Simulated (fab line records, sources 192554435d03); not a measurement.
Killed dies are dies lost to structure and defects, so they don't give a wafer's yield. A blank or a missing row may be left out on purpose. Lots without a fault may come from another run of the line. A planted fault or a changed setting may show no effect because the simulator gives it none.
Chamber matching | flow n5_finfet | N5_HKMG_FIN_DESCUM_53 on rie_diel-01: 4 sister chambers
The step chemistry O2, time 7.9 s. 18 wafers are shown with their chamber, then 9 later ones without.

WAFERS WITH THEIR CHAMBER
wafer  | chamber | drypump_motor_current_A (A) | showerhead_plenum_p_Torr (Torr) | oes_product_au (a.u.)
L074.1 | 1       | 5.0                         | 2.04                            | 0.76
L074.4 | 1       | 5.0                         | 2.04                            | 0.76
L074.6 | 2       | 6.2                         | 2.15                            | 0.70
L075.1 | 1       | 5.0                         | 2.04                            | 0.75
L075.2 | 0       | 4.7                         | 2.07                            | 0.76
L075.4 | 2       | 6.2                         | 2.14                            | 0.70
L076.1 | 2       | 6.2                         | 2.14                            | 0.70
L076.3 | 3       | 5.4                         | 2.04                            | 0.97
L076.5 | 3       | 5.4                         | 2.04                            | 0.97
L077.2 | 2       | 6.2                         | 2.14                            | 0.70
L077.3 | 1       | 5.0                         | 2.03                            | 0.75
L077.4 | 3       | 5.4                         | 2.04                            | 0.98
L079.1 | 2       | 6.2                         | 2.14                            | 0.70
L079.2 | 3       | 5.4                         | 2.04                            | 0.95
L079.4 | 0       | 4.7                         | 2.07                            | 0.76
L080.2 | 1       | 5.1                         | 2.03                            | 0.74
L080.4 | 3       | 5.4                         | 2.04                            | 0.94
L080.5 | 1       | 5.1                         | 2.03                            | 0.75

SIGNATURES (means of the wafers above)
reading                  | chamber 0 | chamber 1 | chamber 2 | chamber 3 | scatter within a chamber
drypump_motor_current_A  | 4.700     | 5.033     | 6.200     | 5.400     | 0.0309
showerhead_plenum_p_Torr | 2.0700    | 2.0350    | 2.1420    | 2.0400    | 0.00405
oes_product_au           | 0.7600    | 0.7517    | 0.7000    | 0.9620    | 0.00987
Rule: a wafer's distance from a chamber is the root of the sum, over the readings, of the square of ((its reading less the chamber's mean) divided by the reading's scatter). The wafer belongs to the nearest chamber; if the next one is less than 2 further off, it can't be placed. The scatter: the root of (the sum of the squares of (reading less its chamber's mean) over the shown wafers, divided by (wafers less chambers)).

WAFERS WITHOUT THEIR CHAMBER
wafer  | drypump_motor_current_A (A) | showerhead_plenum_p_Torr (Torr) | oes_product_au (a.u.)
L087.1 | 5.0                         | 2.03                            | 0.73
L087.2 | 5.4                         | 2.03                            | 0.91
L087.5 | 5.0                         | 2.03                            | 0.74
L095.1 | 5.4                         | 2.03                            | 0.88
L095.2 | 6.2                         | 2.13                            | 0.92
L095.3 | 4.7                         | 2.05                            | 0.73
L097.2 | 5.4                         | 2.03                            | 0.87
L097.4 | 6.2                         | 2.13                            | 0.93
L097.5 | 4.7                         | 2.05                            | 0.72

WHICH CHAMBER EACH WENT THROUGH
wafer  | from the rows above | in truth
L087.1 | 1                   | 1
L087.2 | 3                   | 3
L087.5 | 1                   | 1
L095.1 | 3                   | 3
L095.2 | 2                   | 2
L095.3 | 0                   | 0
L097.2 | 3                   | 3
L097.4 | 2                   | 2
L097.5 | 0                   | 0
Placed correctly: 9 of 9. Can't be placed from these rows: 0. Placed wrongly: 0.
